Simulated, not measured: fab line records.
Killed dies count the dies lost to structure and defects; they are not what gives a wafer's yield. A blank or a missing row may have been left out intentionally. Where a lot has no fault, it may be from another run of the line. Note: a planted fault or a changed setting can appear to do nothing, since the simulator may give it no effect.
Split-lot study :: flow n5 finfet :: on a route of 1938 steps: 7 lots, 21 wafers read

ON THE SPLIT
At N5_BEOL_M13_ETCH_59 (etches BARC in N2/H2, target depth 89 nm, overetch 26.7 nm, time 67.9 s), the setting time s was moved away from the recipe's 67.9 s on 5 of the 21 wafers read, by -22.1% to +16.1%. This setting was run at the recipe's value on the other wafers.

The split's own step is where the reading is taken.

THE READING
coat_of_BEOL_M13_COAT_04.thk nm (the simulator's own value, which no gauge read), in nm, at N5_BEOL_M13_ETCH_59 (etches BARC in N2/H2, target depth 89 nm, overetch 26.7 nm, time 67.9 s). The file gives no usual value for it. Here, 16 wafers ran the recipe; their average is 317.4 nm with a standard deviation of 1.8 nm.

wafer: L079.3
tool, chamber at the split: rie diel-01, 0
time s as run, s: 52.89
against the recipe: -22.1%
coat_of_BEOL_M13_COAT_04.thk nm, nm: 333
against lot-mates on the recipe: +13.5

wafer: L079.4
tool, chamber at the split: rie diel-01, 1
time s as run, s: 67.9
against the recipe: recipe
coat_of_BEOL_M13_COAT_04.thk nm, nm: 319
against lot-mates on the recipe: -

wafer: L079.6
tool, chamber at the split: rie diel-01, 2
time s as run, s: 67.9
against the recipe: recipe
coat_of_BEOL_M13_COAT_04.thk nm, nm: 320
against lot-mates on the recipe: -

wafer: L085.1
tool, chamber at the split: rie diel-01, 2
time s as run, s: 67.9
against the recipe: recipe
coat_of_BEOL_M13_COAT_04.thk nm, nm: 318
against lot-mates on the recipe: -

wafer: L085.4
tool, chamber at the split: rie diel-01, 3
time s as run, s: 67.9
against the recipe: recipe
coat_of_BEOL_M13_COAT_04.thk nm, nm: 315.2
against lot-mates on the recipe: -

wafer: L085.5
tool, chamber at the split: rie diel-01, 0
time s as run, s: 67.9
against the recipe: recipe
coat_of_BEOL_M13_COAT_04.thk nm, nm: 317.2
against lot-mates on the recipe: -

wafer: L089.3
tool, chamber at the split: rie diel-01, 1
time s as run, s: 67.9
against the recipe: recipe
coat_of_BEOL_M13_COAT_04.thk nm, nm: 317
against lot-mates on the recipe: -

wafer: L089.5
tool, chamber at the split: rie diel-01, 1
time s as run, s: 67.9
against the recipe: recipe
coat_of_BEOL_M13_COAT_04.thk nm, nm: 316.8
against lot-mates on the recipe: -

wafer: L089.6
tool, chamber at the split: rie diel-01, 2
time s as run, s: 78.8
against the recipe: +16.1%
coat_of_BEOL_M13_COAT_04.thk nm, nm: 305.8
against lot-mates on the recipe: -11.1

wafer: L087.2
tool, chamber at the split: rie diel-01, 3
time s as run, s: 67.9
against the recipe: recipe
coat_of_BEOL_M13_COAT_04.thk nm, nm: 315.4
against lot-mates on the recipe: -

wafer: L087.3
tool, chamber at the split: rie diel-01, 1
time s as run, s: 67.9
against the recipe: recipe
coat_of_BEOL_M13_COAT_04.thk nm, nm: 317.8
against lot-mates on the recipe: -

wafer: L087.5
tool, chamber at the split: rie diel-01, 3
time s as run, s: 67.9
against the recipe: recipe
coat_of_BEOL_M13_COAT_04.thk nm, nm: 315
against lot-mates on the recipe: -

wafer: L090.2
tool, chamber at the split: rie diel-06, 1
time s as run, s: 67.9
against the recipe: recipe
coat_of_BEOL_M13_COAT_04.thk nm, nm: 317.4
against lot-mates on the recipe: -

wafer: L090.5
tool, chamber at the split: rie diel-06, 1
time s as run, s: 67.9
against the recipe: recipe
coat_of_BEOL_M13_COAT_04.thk nm, nm: 317.6
against lot-mates on the recipe: -

wafer: L090.6
tool, chamber at the split: rie diel-06, 0
time s as run, s: 77.72
against the recipe: +14.5%
coat_of_BEOL_M13_COAT_04.thk nm, nm: 309.8
against lot-mates on the recipe: -7.7

wafer: L094.1
tool, chamber at the split: rie diel-01, 2
time s as run, s: 67.9
against the recipe: recipe
coat_of_BEOL_M13_COAT_04.thk nm, nm: 320.8
against lot-mates on the recipe: -

wafer: L094.4
tool, chamber at the split: rie diel-01, 1
time s as run, s: 67.9
against the recipe: recipe
coat_of_BEOL_M13_COAT_04.thk nm, nm: 320
against lot-mates on the recipe: -

wafer: L094.6
tool, chamber at the split: rie diel-01, 3
time s as run, s: 67.9
against the recipe: recipe
coat_of_BEOL_M13_COAT_04.thk nm, nm: 317.2
against lot-mates on the recipe: -

wafer: L097.2
tool, chamber at the split: rie diel-01, 3
time s as run, s: 62.64
against the recipe: -7.7%
coat_of_BEOL_M13_COAT_04.thk nm, nm: 321
against lot-mates on the recipe: +6.4

wafer: L097.3
tool, chamber at the split: rie diel-01, 1
time s as run, s: 67.9
against the recipe: recipe
coat_of_BEOL_M13_COAT_04.thk nm, nm: 314.6
against lot-mates on the recipe: -

wafer: L097.6
tool, chamber at the split: rie diel-01, 2
time s as run, s: 62.64
against the recipe: -7.7%
coat_of_BEOL_M13_COAT_04.thk nm, nm: 324.2
against lot-mates on the recipe: +9.6

FIT RESULTS
A straight line over all 21 wafers: coat_of_BEOL_M13_COAT_04.thk nm changes by -0.67 nm for each +1% of time s; r = -0.94; the points scatter about the line by 1.8 nm.
The same after taking each lot's own level away (the mean of its wafers on the recipe; 21 wafers): -0.66 nm for each +1%; r = -0.96; scatter 1.5 nm.
On that fit, the largest move of time s shifts the reading by 15 nm.
From 314.60 to 319.50 nm: that is the span of the lots' own levels, equal to 2.7 times the standard deviation above.
Hence the lot-to-lot level has little effect on the slope; both slopes agree.
Check: +16.2 nm against its lot-mates is what the line predicts for one of the wafers moved furthest among these (-22.1%) when that wafer is left out of the fit. Against them it came out at +13.5 nm.

ADDITIONAL SPLITS CARRIED BY THESE WAFERS
Other splits were also applied to these wafers ahead of the reading. Each is held against what the fit with the lots' levels taken away leaves over:
other split on the same wafers: N5_BEOL_M11_PECVD_70 temp c
wafers away from the commonest value: 9
r with coat_of_BEOL_M13_COAT_04.thk nm (lot level and that fit taken away): +0.00

other split on the same wafers: N5_BEOL_M12_PEB_08 peb temp c
wafers away from the commonest value: 4
r with coat_of_BEOL_M13_COAT_04.thk nm (lot level and that fit taken away): +0.02

FILE'S OWN FIT
coat_of_BEOL_M13_COAT_04.thk nm changes by -0.64 nm for each +1% of time s, r = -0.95.
